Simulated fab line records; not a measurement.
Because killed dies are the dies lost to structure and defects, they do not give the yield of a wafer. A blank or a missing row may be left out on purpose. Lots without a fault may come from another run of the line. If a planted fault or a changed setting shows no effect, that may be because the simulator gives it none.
Problem report in the 8D (eight disciplines) form, filled by code    flow nand harc    the parts of the form that need people (team, actions taken, sign-off) are left out

1. WHAT WENT WRONG
raw defect count at NHARC_A_CHANNEL_HOLE_D2_INSPECT_40 reads a mean of 1095 on 6 wafers of 2 lots; wafers without a fault read 296 with a standard deviation of 78. That is +10 standard deviations from the usual mean.
Earliest sighting: wafer L846.3 on defect inspect-01 at day 20 20:31. At this step, 33 wafers from 11 lots have a number in the record. Rule for "out" (also "out of limits"): further than 4 standard deviations from the usual mean. Any other wafer with a number is counted as sound.

2. WHAT IT IS; WHAT IT IS NOT
question                     is                      is not
which readings at this step  raw defect count        -
which lots                   L846, L847              L829, L830, L834, L835, L839, L840, L845, L850, L851
which wafers of those lots   all that have a number  -
read on which gauges         defect inspect-01       defect inspect-02
when                         from day 20 20:31       up to then (18 sound wafers); but 9 sound wafers of L845, L850, L851 came after

3. WHAT RULES OUT EACH SUSPECT
Counting: a tool stays on the suspect list if, at a process step up to the reading, it processed all lots that are out and no sound lot following the first of them.
- the gauge at NHARC_A_CHANNEL_HOLE_D2_INSPECT_40: kept. All the wafers that are out were read on defect inspect-01, and no step on other tools shows them out.
- har etch-02 at NHARC_A_CHANNEL_HOLE_D2_ETCH_27 (etches the open film in C4F8/O2/Ar, time 90 s, target depth 400 nm): kept. It ran every lot that is out, first L846 (day 20 18:50), and no sound lot after that; its last sound lot up to then is L840 (day 18 08:32).
After counting, har etch-02 at NHARC_A_CHANNEL_HOLE_D2_ETCH_27 and defect inspect-01 at NHARC_A_CHANNEL_HOLE_D2_INSPECT_40 remain.

4. THE CAUSE (what the simulator had put in)
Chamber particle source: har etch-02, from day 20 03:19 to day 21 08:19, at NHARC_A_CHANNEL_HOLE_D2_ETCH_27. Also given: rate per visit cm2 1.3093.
After counting, 2 suspects remain, this tool included.

5. THE CHAIN OF EFFECTS, in route order
One row per reading whose mean, taken over the struck wafers that have a number, lies over 3 standard deviations from the usual. Only readings whose record carries a usual standard deviation are examined. hours: median over the lots of the time between each lot's start at the first step of this table that gives one and its start at this step. sigmas: the change, counted in usual standard deviations.
hours  step                                reading           usual  on struck wafers  change  sigmas
0      NHARC_A_CHANNEL_HOLE_D2_INSPECT_40  raw defect count  296    1095              +799    +10
275    NHARC_END_SORT_01                   killed at array   53     126               +73     +4.0
275    NHARC_END_SORT_01                   killed dies       58     134               +76     +4.2

6. WHAT WOULD HAVE CAUGHT IT SOONER
The first out-of-limits reading at a measuring or inspecting step in this record came at day 20 20:31, 17 hours after the fault's start at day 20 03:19.
Tool readings at NHARC_A_CHANNEL_HOLE_D2_ETCH_27 with a usual standard deviation given in the record: none out on any struck wafer, hence no alarm at a limit of 4 standard deviations on them.
Of the lots that are out (2), L847 began NHARC_A_CHANNEL_HOLE_D2_ETCH_27 on har etch-02 after day 20 20:31. Putting the tool on hold at that point would have spared it.
